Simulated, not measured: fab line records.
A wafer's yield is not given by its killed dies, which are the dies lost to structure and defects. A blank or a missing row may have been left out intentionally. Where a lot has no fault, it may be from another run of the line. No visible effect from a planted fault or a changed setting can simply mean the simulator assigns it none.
Chamber matching || flow n5-finfet || N5_MOL_CONTACT_COAG_DESCUM_45 on rie-diel-06 has 4 sister chambers
The step chemistry O2, time 7 s. 8 wafers are shown with their chamber, then 11 later ones without.

== EACH WAFER AND ITS CHAMBER ==
{"wafer": "L085.5", "chamber": 1, "drypump-motor-current-A (A)": 4.9, "throttle-valve-pct (%)": 20.21}
{"wafer": "L087.2", "chamber": 3, "drypump-motor-current-A (A)": 5.3, "throttle-valve-pct (%)": 20.05}
{"wafer": "L087.3", "chamber": 2, "drypump-motor-current-A (A)": 5.5, "throttle-valve-pct (%)": 20.67}
{"wafer": "L087.5", "chamber": 0, "drypump-motor-current-A (A)": 5.6, "throttle-valve-pct (%)": 20.32}
{"wafer": "L088.1", "chamber": 1, "drypump-motor-current-A (A)": 4.9, "throttle-valve-pct (%)": 20.24}
{"wafer": "L088.3", "chamber": 0, "drypump-motor-current-A (A)": 5.5, "throttle-valve-pct (%)": 20.31}
{"wafer": "L088.5", "chamber": 2, "drypump-motor-current-A (A)": 5.5, "throttle-valve-pct (%)": 20.69}
{"wafer": "L089.1", "chamber": 3, "drypump-motor-current-A (A)": 5.3, "throttle-valve-pct (%)": 20.09}

== WAFERS WHOSE CHAMBER IS MISSING ==
{"wafer": "L089.2", "drypump-motor-current-A (A)": 4.9, "throttle-valve-pct (%)": 20.21}
{"wafer": "L089.5", "drypump-motor-current-A (A)": 5.5, "throttle-valve-pct (%)": 20.32}
{"wafer": "L094.2", "drypump-motor-current-A (A)": 4.9, "throttle-valve-pct (%)": 20.21}
{"wafer": "L094.4", "drypump-motor-current-A (A)": 5.3, "throttle-valve-pct (%)": 20.09}
{"wafer": "L094.5", "drypump-motor-current-A (A)": 4.9, "throttle-valve-pct (%)": 20.22}
{"wafer": "L096.2", "drypump-motor-current-A (A)": 5.5, "throttle-valve-pct (%)": 20.34}
{"wafer": "L096.3", "drypump-motor-current-A (A)": 4.9, "throttle-valve-pct (%)": 20.24}
{"wafer": "L096.6", "drypump-motor-current-A (A)": 4.9, "throttle-valve-pct (%)": 20.23}
{"wafer": "L097.1", "drypump-motor-current-A (A)": 5.5, "throttle-valve-pct (%)": 20.71}
{"wafer": "L097.5", "drypump-motor-current-A (A)": 4.9, "throttle-valve-pct (%)": 20.24}
{"wafer": "L097.6", "drypump-motor-current-A (A)": 5.5, "throttle-valve-pct (%)": 20.71}

== WHICH CHAMBER EACH ONE RAN IN ==
{"wafer": "L089.2", "from the rows above": 1, "in truth": 1}
{"wafer": "L089.5", "from the rows above": 0, "in truth": 0}
{"wafer": "L094.2", "from the rows above": 1, "in truth": 1}
{"wafer": "L094.4", "from the rows above": 3, "in truth": 3}
{"wafer": "L094.5", "from the rows above": 1, "in truth": 1}
{"wafer": "L096.2", "from the rows above": 0, "in truth": 0}
{"wafer": "L096.3", "from the rows above": 1, "in truth": 1}
{"wafer": "L096.6", "from the rows above": 1, "in truth": 1}
{"wafer": "L097.1", "from the rows above": 2, "in truth": 2}
{"wafer": "L097.5", "from the rows above": 1, "in truth": 1}
{"wafer": "L097.6", "from the rows above": 2, "in truth": 2}
Correctly placed: 11 of 11. From these rows, 0 cannot be placed. 0 placed wrongly.
How it was worked out, from the rows above alone: a wafer's distance from a chamber is the root of the sum, over the readings, of the square of ((its reading less the chamber's mean) divided by the reading's scatter). If the next closest chamber is less than 2 further off than the closest, the wafer can't be placed; otherwise it belongs to the closest. Each chamber's mean is taken over the wafers shown for it. How the scatter is found: for the shown wafers, subtract from each reading the mean of its chamber, square and add these, divide the total by (wafers less chambers), then take the root.
